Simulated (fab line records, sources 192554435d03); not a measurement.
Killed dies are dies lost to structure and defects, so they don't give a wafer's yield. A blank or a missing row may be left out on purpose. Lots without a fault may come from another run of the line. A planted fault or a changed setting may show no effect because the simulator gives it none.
One fault seen from 2 desks | flow n5_finfet | each desk has only its own numbers; what lay behind them comes last

THE TOOL OWNER'S DESK: plasma_asher-02
The tool's own readings at N5_STI_FIN_REVEAL_OXIDATION_31 (chemistry O2 PLASMA REMOTE, time 20 s): means of the sampled wafers that have a number, for each lot that ran on this tool. A lot is out of limits, marked OUT, if its mean lies more than 4 standard deviations from the usual mean; the brackets give that distance.
Columns: A = drypump_motor_current_A at N5_STI_FIN_REVEAL_OXIDATION_31, usual 5.6 A; B = heater_power_w at N5_STI_FIN_REVEAL_OXIDATION_31, usual 146 W; C = rf_fwd_power_W at N5_STI_FIN_REVEAL_OXIDATION_31, usual 1975 W
lot  | first seen here | A   | B   | C
L523 | day 4 03:15     | 5.9 | 133 | 1976
L524 | day 4 05:51     | 6.0 | 134 | 1970
L526 | day 4 17:23     | 6.0 | 137 | 1964
L536 | day 7 05:47     | 6.2 | 136 | 1970
L538 | day 7 18:50     | 6.0 | 134 | 1967
This desk's finding: nothing out of limits on any of the 5 lots.

THE METROLOGY DESK
What the gauges read, lot by lot, whatever tool the lot ran on: means of the sampled wafers that have a number. A lot is out of limits, marked OUT, if its mean lies more than 4 standard deviations from the usual mean; the brackets give that distance. Of its 17 readings 7 are shown: those that lie furthest out on some lot.
Columns: A = DIBL_P at N5_BEOL_M4_RC_MEAS_101, usual 36.5 mV/V; B = IOFF_N at N5_BEOL_M4_RC_MEAS_101, usual 0.154 nA/um; C = IOFF_N_85C at N5_BEOL_M4_RC_MEAS_101, usual 3.0 nA/um; D = IOFF_N_LONG at N5_BEOL_M4_RC_MEAS_101, usual 5.4e-05 nA/um; E = IOFF_P at N5_BEOL_M4_RC_MEAS_101, usual 0.202 nA/um; F = ION_P at N5_BEOL_M4_RC_MEAS_101, usual 460 uA/um; G = VT_P at N5_BEOL_M4_RC_MEAS_101, usual -251.4 mV
lot  | first seen here | A    | B     | C   | D       | E     | F   | G
L520 | day 8 14:12     | 36.4 | 0.141 | 2.8 | 4.8e-05 | 0.161 | 446 | -256.9
L523 | day 9 13:07     | 36.2 | 0.160 | 3.1 | 5.8e-05 | 0.210 | 467 | -248.3
L524 | day 10 04:04    | 36.3 | 0.178 | 3.4 | 5.8e-05 | 0.211 | 461 | -251.5
L526 | day 10 08:23    | 37.6 | 0.168 | 3.2 | 5.8e-05 | 0.212 | 463 | -249.7
L530 | day 10 14:43    | 35.3 | 0.146 | 2.9 | 5.5e-05 | 0.189 | 460 | -251.9
L534 | day 12 04:25    | 35.4 | 0.135 | 2.7 | 5.0e-05 | 0.192 | 455 | -254.6
L536 | day 12 18:36    | 36.2 | 0.145 | 2.9 | 5.3e-05 | 0.243 | 462 | -247.9
L538 | day 12 23:37    | 40.8 | 0.200 | 3.8 | 5.2e-05 | 0.252 | 460 | -248.8
L540 | day 13 17:35    | 38.4 | 0.178 | 3.4 | 5.6e-05 | 0.208 | 458 | -251.3
This desk's finding: nothing out of limits on any of the 9 lots.

PUT TOGETHER
The tool owner's desk saw nothing out of limits.
The metrology desk saw nothing out of limits.

WHAT THE SIMULATOR HAD PUT IN
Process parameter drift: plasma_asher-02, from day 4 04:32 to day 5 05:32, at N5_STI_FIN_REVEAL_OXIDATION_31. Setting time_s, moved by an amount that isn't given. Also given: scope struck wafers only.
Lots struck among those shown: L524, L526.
